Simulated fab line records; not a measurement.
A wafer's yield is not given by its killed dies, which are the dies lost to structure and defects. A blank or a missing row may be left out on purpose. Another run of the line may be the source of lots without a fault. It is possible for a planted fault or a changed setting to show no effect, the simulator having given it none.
What tool caused it? + flow nand harc + 36 wafers from 12 lots sampled at 4 of the route's 1159 steps

== WHAT THE GAUGES READ, wafer by wafer ==
NHARC_P_BONDPAD_THK_MEAS_20: measures by xrf.
| lot  | measured     | on            | thk nm (nm)       |
|------|--------------|---------------|-------------------|
| L075 | day 6 11:40  | film metro-02 | 160.8 160.9 159.7 |
| L076 | day 7 03:45  | film metro-01 | 160.1 158.3 159.3 |
| L080 | day 7 16:47  | film metro-02 | 162.8 161.1 159.7 |
| L081 | day 8 06:44  | film metro-02 | 161.8 160.4 159.4 |
| L083 | day 8 21:16  | film metro-01 | 162.9 162.5 161.8 |
| L085 | day 9 05:05  | film metro-01 | 159.4 161.8 160.4 |
| L087 | day 10 00:15 | film metro-02 | 158.5 160.3 161.5 |
| L088 | day 10 06:46 | film metro-01 | 162.3 160.8 161.0 |
| L091 | day 10 16:52 | film metro-01 | 157.2 156.6 159.8 |
| L093 | day 11 15:02 | film metro-01 | 163.4 161.5 161.2 |
| L095 | day 11 19:10 | film metro-01 | 161.7 162.0 164.2 |
| L097 | day 12 04:07 | film metro-02 | 158.1 160.1 160.9 |

== WHICH TOOL RAN EACH LOT (tool, then ch and the chambers of the sampled wafers, then the start) ==
| lot  | NHARC_P_BONDPAD_CMP_32        | NHARC_P_BONDPAD_DEGAS_25     | NHARC_P_BONDPAD_PVD_17                  |
|------|-------------------------------|------------------------------|-----------------------------------------|
| L075 | cmp-03 ch 0,2,3, day 6 08:17  | pvd sputter-02, day 6 10:17  | pvd sputter-02, day 6 11:40 or earlier  |
| L076 | cmp-01 ch 1,2,3, day 7 00:23  | pvd sputter-03, day 7 02:20  | pvd sputter-03, day 7 03:45 or earlier  |
| L080 | cmp-04 ch 0,3, day 7 13:06    | pvd sputter-02, day 7 15:22  | pvd sputter-02, day 7 16:47 or earlier  |
| L081 | cmp-04 ch 0,2, day 8 03:19    | pvd sputter-01, day 8 05:19  | pvd sputter-01, day 8 06:44 or earlier  |
| L083 | cmp-01 ch 0,1,2, day 8 17:52  | pvd sputter-03, day 8 19:52  | pvd sputter-03, day 8 21:16 or earlier  |
| L085 | cmp-04 ch 0,1, day 9 01:50    | pvd sputter-02, day 9 03:41  | pvd sputter-02, day 9 05:05 or earlier  |
| L087 | cmp-01 ch 0,2,3, day 9 20:53  | pvd sputter-01, day 9 22:50  | pvd sputter-01, day 10 00:15 or earlier |
| L088 | cmp-03 ch 0,1, day 10 03:32   | pvd sputter-03, day 10 05:22 | pvd sputter-03, day 10 06:46 or earlier |
| L091 | cmp-03 ch 0,2,3, day 10 13:28 | pvd sputter-02, day 10 15:27 | pvd sputter-02, day 10 16:52 or earlier |
| L093 | cmp-04 ch 1,3, day 11 09:52   | pvd sputter-02, day 11 11:51 | pvd sputter-02, day 11 15:02 or earlier |
| L095 | cmp-04 ch 0,2,3, day 11 15:45 | pvd sputter-02, day 11 17:44 | pvd sputter-02, day 11 19:10 or earlier |
| L097 | cmp-03 ch 0,3, day 12 00:43   | pvd sputter-03, day 12 02:41 | pvd sputter-03, day 12 04:07 or earlier |
- NHARC_P_BONDPAD_CMP_32: polishes SiCN, target thk 200 nm.
- NHARC_P_BONDPAD_DEGAS_25: time 60 s.
- NHARC_P_BONDPAD_PVD_17: deposits TaN, target thk 5 nm, time 8.06 s.

== THE ANSWER, worked out from the rows above alone ==
Rule: the lots themselves supply what counts as usual. Put in order of their means at a reading, lots are off if they are a third of the lots or fewer, leave a main group of 4 or more, and stand apart from it by a gap of 3 or more times the standard deviation of the main group's means; of several such gaps the widest counts. Not used: any main group whose means are identical at the precision the tables above print for the reading. A lot without any number at a reading at which 4 lots or more have one is off too. Any other lot the step has rows for is counted as sound.
Nothing can be told from this: no lot is off at any reading shown.

== WHAT THE SIMULATOR PUT IN ==
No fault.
